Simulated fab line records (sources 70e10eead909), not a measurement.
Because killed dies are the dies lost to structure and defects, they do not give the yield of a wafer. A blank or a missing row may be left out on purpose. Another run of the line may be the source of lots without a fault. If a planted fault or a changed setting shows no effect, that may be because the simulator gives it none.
Chamber matching :: flow nandHarc :: NHARC_A_CHANNEL_FILL_D1_ALD_16 on aldHk-04 has 4 sister chambers
The step deposits SiO2, target thk 1.5 nm, pulse time 10 s, ald cycles 15. 7 wafers are shown with their chamber, then 7 later ones without.

== WAFERS WITH THEIR CHAMBER ==
wafer: L080.4
chamber: 3
heaterPowerW (W): 417
precursorPulseHeightRel: 0.992

wafer: L082.3
chamber: 0
heaterPowerW (W): 466
precursorPulseHeightRel: 0.993

wafer: L085.2
chamber: 2
heaterPowerW (W): 483
precursorPulseHeightRel: 0.992

wafer: L085.4
chamber: 3
heaterPowerW (W): 421
precursorPulseHeightRel: 0.991

wafer: L085.5
chamber: 1
heaterPowerW (W): 434
precursorPulseHeightRel: 1.005

wafer: L084.2
chamber: 1
heaterPowerW (W): 445
precursorPulseHeightRel: 0.964

wafer: L084.3
chamber: 2
heaterPowerW (W): 468
precursorPulseHeightRel: 1.002

== WAFERS WITH NO CHAMBER GIVEN ==
wafer: L084.6
heaterPowerW (W): 425
precursorPulseHeightRel: 0.994

wafer: L093.1
heaterPowerW (W): 414
precursorPulseHeightRel: 0.999

wafer: L093.2
heaterPowerW (W): 487
precursorPulseHeightRel: 1.002

wafer: L093.4
heaterPowerW (W): 440
precursorPulseHeightRel: 0.950

wafer: L097.1
heaterPowerW (W): 483
precursorPulseHeightRel: 1.026

wafer: L097.3
heaterPowerW (W): 417
precursorPulseHeightRel: 0.959

wafer: L097.4
heaterPowerW (W): 438
precursorPulseHeightRel: 1.061

== CHAMBER TAKEN BY EACH ==
wafer: L084.6
from the rows above: can't be placed: 3 or 1
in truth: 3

wafer: L093.1
from the rows above: 3
in truth: 3

wafer: L093.2
from the rows above: can't be placed: 2 or 0
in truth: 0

wafer: L093.4
from the rows above: can't be placed: 1 or 3
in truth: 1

wafer: L097.1
from the rows above: can't be placed: 2 or 0
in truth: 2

wafer: L097.3
from the rows above: can't be placed: 3 or 1
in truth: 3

wafer: L097.4
from the rows above: can't be placed: 1 or 3 or 0 or 2
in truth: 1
1 of 7 placed correctly. Can't be placed from these rows: 6 (the true chamber is among the candidates in 6). Number placed wrongly: 0.
How it was worked out, from the rows above alone: a wafer's distance from a chamber is the root of the sum, over the readings, of the square of ((its reading less the chamber's mean) divided by the reading's scatter). If the next closest chamber is less than 2 further off than the closest, the wafer can't be placed; otherwise it belongs to the closest. Each chamber's mean is taken over the wafers shown for it. The scatter: take each reading less its chamber's mean, square it, sum over the shown wafers, divide by the number of wafers less the number of chambers, and take the root.
